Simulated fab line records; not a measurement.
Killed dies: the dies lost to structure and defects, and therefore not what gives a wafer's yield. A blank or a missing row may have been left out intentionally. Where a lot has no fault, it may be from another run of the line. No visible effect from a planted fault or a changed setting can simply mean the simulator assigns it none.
Matching of chambers || flow nand harc || cmp-03 running NHARC_A_BONDPAD_CMP_29: 4 sister chambers
The step polishes SiCN, target thk 200 nm. 18 wafers are shown with their chamber, then 9 later ones without.

WAFERS WITH THEIR CHAMBER
{"wafer": "L076.2", "chamber": 0, "motor current A (A)": 12.5, "retaining ring pressure frac": 0.999, "edge zone pressure frac": 0.997}
{"wafer": "L076.3", "chamber": 2, "motor current A (A)": 12.9, "retaining ring pressure frac": 1.002, "edge zone pressure frac": 0.991}
{"wafer": "L076.4", "chamber": 1, "motor current A (A)": 13.5, "retaining ring pressure frac": 1.008, "edge zone pressure frac": 0.995}
{"wafer": "L080.1", "chamber": 3, "motor current A (A)": 11.0, "retaining ring pressure frac": 1.008, "edge zone pressure frac": 1.002}
{"wafer": "L080.4", "chamber": 1, "motor current A (A)": 13.8, "retaining ring pressure frac": 1.004, "edge zone pressure frac": 0.989}
{"wafer": "L080.5", "chamber": 3, "motor current A (A)": 11.8, "retaining ring pressure frac": 1.003, "edge zone pressure frac": 0.998}
{"wafer": "L083.2", "chamber": 0, "motor current A (A)": 13.1, "retaining ring pressure frac": 0.990, "edge zone pressure frac": 1.006}
{"wafer": "L083.4", "chamber": 1, "motor current A (A)": 13.9, "retaining ring pressure frac": 0.999, "edge zone pressure frac": 1.005}
{"wafer": "L083.6", "chamber": 1, "motor current A (A)": 14.4, "retaining ring pressure frac": 1.003, "edge zone pressure frac": 1.005}
{"wafer": "L088.3", "chamber": 0, "motor current A (A)": 13.7, "retaining ring pressure frac": 1.007, "edge zone pressure frac": 1.004}
{"wafer": "L088.4", "chamber": 1, "motor current A (A)": 14.4, "retaining ring pressure frac": 0.986, "edge zone pressure frac": 1.005}
{"wafer": "L088.6", "chamber": 0, "motor current A (A)": 13.1, "retaining ring pressure frac": 1.007, "edge zone pressure frac": 0.998}
{"wafer": "L090.1", "chamber": 0, "motor current A (A)": 13.3, "retaining ring pressure frac": 0.993, "edge zone pressure frac": 1.001}
{"wafer": "L090.4", "chamber": 2, "motor current A (A)": 12.2, "retaining ring pressure frac": 1.010, "edge zone pressure frac": 0.999}
{"wafer": "L090.6", "chamber": 1, "motor current A (A)": 14.4, "retaining ring pressure frac": 0.995, "edge zone pressure frac": 0.998}
{"wafer": "L091.2", "chamber": 2, "motor current A (A)": 12.8, "retaining ring pressure frac": 1.001, "edge zone pressure frac": 1.002}
{"wafer": "L091.3", "chamber": 1, "motor current A (A)": 13.5, "retaining ring pressure frac": 0.999, "edge zone pressure frac": 0.994}
{"wafer": "L091.5", "chamber": 0, "motor current A (A)": 13.3, "retaining ring pressure frac": 1.000, "edge zone pressure frac": 1.000}

SIGNATURES (averages over the wafers above)
{"reading": "motor current A", "chamber 0": 13.167, "chamber 1": 13.986, "chamber 2": 12.633, "chamber 3": 11.400, "scatter within a chamber": 0.415}
{"reading": "retaining ring pressure frac", "chamber 0": 0.99933, "chamber 1": 0.99914, "chamber 2": 1.00433, "chamber 3": 1.00550, "scatter within a chamber": 0.00662}
{"reading": "edge zone pressure frac", "chamber 0": 1.00100, "chamber 1": 0.99871, "chamber 2": 0.99733, "chamber 3": 1.00000, "scatter within a chamber": 0.00522}
Rule: for a wafer and a chamber, the distance is found by dividing, reading by reading, the gap between the wafer's reading and the chamber's mean by the reading's scatter, squaring, summing and taking the root. The wafer belongs to the nearest chamber; if the next one is less than 2 further off, it can't be placed. The scatter: take each reading less its chamber's mean, square it, sum over the shown wafers, divide by the number of wafers less the number of chambers, and take the root.

WAFERS WHOSE CHAMBER IS MISSING
{"wafer": "L092.3", "motor current A (A)": 13.4, "retaining ring pressure frac": 0.999, "edge zone pressure frac": 1.005}
{"wafer": "L092.4", "motor current A (A)": 12.9, "retaining ring pressure frac": 1.003, "edge zone pressure frac": 1.005}
{"wafer": "L092.5", "motor current A (A)": 12.3, "retaining ring pressure frac": 1.000, "edge zone pressure frac": 0.997}
{"wafer": "L093.1", "motor current A (A)": 12.8, "retaining ring pressure frac": 1.002, "edge zone pressure frac": 0.999}
{"wafer": "L093.2", "motor current A (A)": 12.2, "retaining ring pressure frac": 1.001, "edge zone pressure frac": 0.998}
{"wafer": "L093.3", "motor current A (A)": 11.1, "retaining ring pressure frac": 1.000, "edge zone pressure frac": 0.999}
{"wafer": "L096.2", "motor current A (A)": 13.5, "retaining ring pressure frac": 0.996, "edge zone pressure frac": 1.010}
{"wafer": "L096.3", "motor current A (A)": 12.7, "retaining ring pressure frac": 1.005, "edge zone pressure frac": 0.998}
{"wafer": "L096.6", "motor current A (A)": 12.8, "retaining ring pressure frac": 1.000, "edge zone pressure frac": 1.005}

CHAMBER TAKEN BY EACH
{"wafer": "L092.3", "from the rows above": "can't be placed: 0 or 1 or 2", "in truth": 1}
{"wafer": "L092.4", "from the rows above": "can't be placed: 0 or 2 or 1", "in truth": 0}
{"wafer": "L092.5", "from the rows above": "can't be placed: 2 or 0 or 3", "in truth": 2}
{"wafer": "L093.1", "from the rows above": "can't be placed: 2 or 0", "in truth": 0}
{"wafer": "L093.2", "from the rows above": "can't be placed: 2 or 3 or 0", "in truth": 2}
{"wafer": "L093.3", "from the rows above": 3, "in truth": 3}
{"wafer": "L096.2", "from the rows above": "can't be placed: 0 or 1 or 2", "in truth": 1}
{"wafer": "L096.3", "from the rows above": "can't be placed: 2 or 0", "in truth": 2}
{"wafer": "L096.6", "from the rows above": "can't be placed: 0 or 2 or 1", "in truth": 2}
Correctly placed: 1 of 9. Unplaceable from these rows: 8, with the true chamber sitting among the candidates in 8. Placed wrongly: 0.
